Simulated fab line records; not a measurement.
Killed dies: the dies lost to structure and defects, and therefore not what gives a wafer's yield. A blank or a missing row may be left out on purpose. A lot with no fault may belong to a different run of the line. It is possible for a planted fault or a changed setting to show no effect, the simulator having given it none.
Code-filled problem report in 8D (eight disciplines) form	flow n5-finfet	the parts of the form that need people (team, actions taken, sign-off) are left out

1. WHAT IS WRONG
CHAIN_V3 at N5_BEOL_M4_RC_MEAS_101 reads a mean of 314 ohm/link on 3 wafers of 3 lots; wafers without a fault read 226 ohm/link with a standard deviation of 12. That puts it +7.3 standard deviations away from the usual mean.
First observed at day 11 07:12: wafer L291.2, on prober-02. The record holds 27 wafers of 11 lots with a number at this step. Rule for "out" (also "out of limits"): further than 4 standard deviations from the usual mean. The rest of the wafers with a number are treated as sound.

2. WHAT THIS IS AND IS NOT
question	is	is not
which readings at this step	CHAIN_V3, CHAIN_V3_max_site	DIBL_N, DIBL_P, IOFF_N, IOFF_P, ION_N, ION_P, SS_N, SS_P, VT_N, VT_P
which lots	L291, L293, L296	L279, L282, L283, L286, L287, L289, L290, L292
which wafers of those lots	L291.2, L293.2, L296.2	L291.1, L291.3, L293.1, L296.3
read on which gauges	prober-01, prober-02	-
when	from day 11 07:12	up to then (22 sound wafers); but 2 sound wafers of L293, L296 came after
where on the wafer (9 sites)	all sites	-

3. THE SUSPECTS, EACH WITH WHAT RULES IT OUT
Counting: any tool at a process step up to the reading remains a suspect provided it ran every lot that is out. Sound lots after the first of them don't rule it out here, since some wafers of a struck lot are sound.
- the gauge at N5_BEOL_M4_RC_MEAS_101 is ruled out. 2 gauges (prober-01, prober-02) read the wafers that are out.
- ald-metal-02 at N5_BEOL_M4_ALD_84 (deposits TaN, pulse time 2 s, purge time 3 s, co reactant purge time 2 s): kept. It ran every lot that is out, first L291 (day 11 03:42); its last sound lot up to then is L290 (day 11 00:50).
Left after counting: ald-metal-02 at N5_BEOL_M4_ALD_84.

4. THE CAUSE (what the simulator had put in)
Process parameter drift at N5_BEOL_M4_ALD_84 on ald-metal-02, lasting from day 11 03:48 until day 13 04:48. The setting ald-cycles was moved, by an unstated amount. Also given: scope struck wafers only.
Counting left only this tool.

5. SEQUENCE OF EFFECTS, ordered by route
One row per reading whose mean, taken over the struck wafers that have a number, lies over 3 standard deviations from the usual. Only readings whose record carries a usual standard deviation are examined. hours: median over the lots of the time between each lot's start at the first step of this table that gives one and its start at this step. sigmas: the change, counted in usual standard deviations.
hours	step	reading	usual	on struck wafers	change	sigmas
0	N5_BEOL_M4_RC_MEAS_101	CHAIN_V3	226 ohm/link	314	+88	+7.3
0	N5_BEOL_M4_RC_MEAS_101	CHAIN_V3_max_site	235 ohm/link	322	+87	+7.2
104	N5_PASSIVATION_PROBE_49	defect-limited-yield	91.8 %	85.4	-6.4	-4.3
104	N5_PASSIVATION_PROBE_49	killed-at-front-end	36	89	+53	+4.4
104	N5_PASSIVATION_PROBE_49	killed-dies	97	172	+75	+4.2
104	N5_PASSIVATION_PROBE_49	killed-open	64	114	+50	+3.8
104	N5_PASSIVATION_PROBE_49	killed-short	31	57	+26	+3.8
104	N5_PASSIVATION_PROBE_49	sort_bin_5_function	4.8 %	9.1	+4.3	+4.3
104	N5_PASSIVATION_PROBE_49	sort-n-pass	1083	1008	-75	-4.2
104	N5_PASSIVATION_PROBE_49	sort-yield-pct	91.8 %	85.4	-6.4	-4.3
Its process steps:
- N5_PASSIVATION_PROBE_49

6. HOW IT WOULD HAVE BEEN CAUGHT EARLIER
In this record the first reading out of limits at a measuring or inspecting step was taken at day 11 07:12, 3 hours after the fault began at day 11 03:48.
Of the tool readings at N5_BEOL_M4_ALD_84 for which the record gives a usual standard deviation, none was out on any struck wafer, so an alarm limit of 4 standard deviations on them would not have fired.
L296, from the lots that are out (3), started N5_BEOL_M4_ALD_84 on ald-metal-02 later than day 11 07:12. A tool hold placed at that time would have kept it from harm.
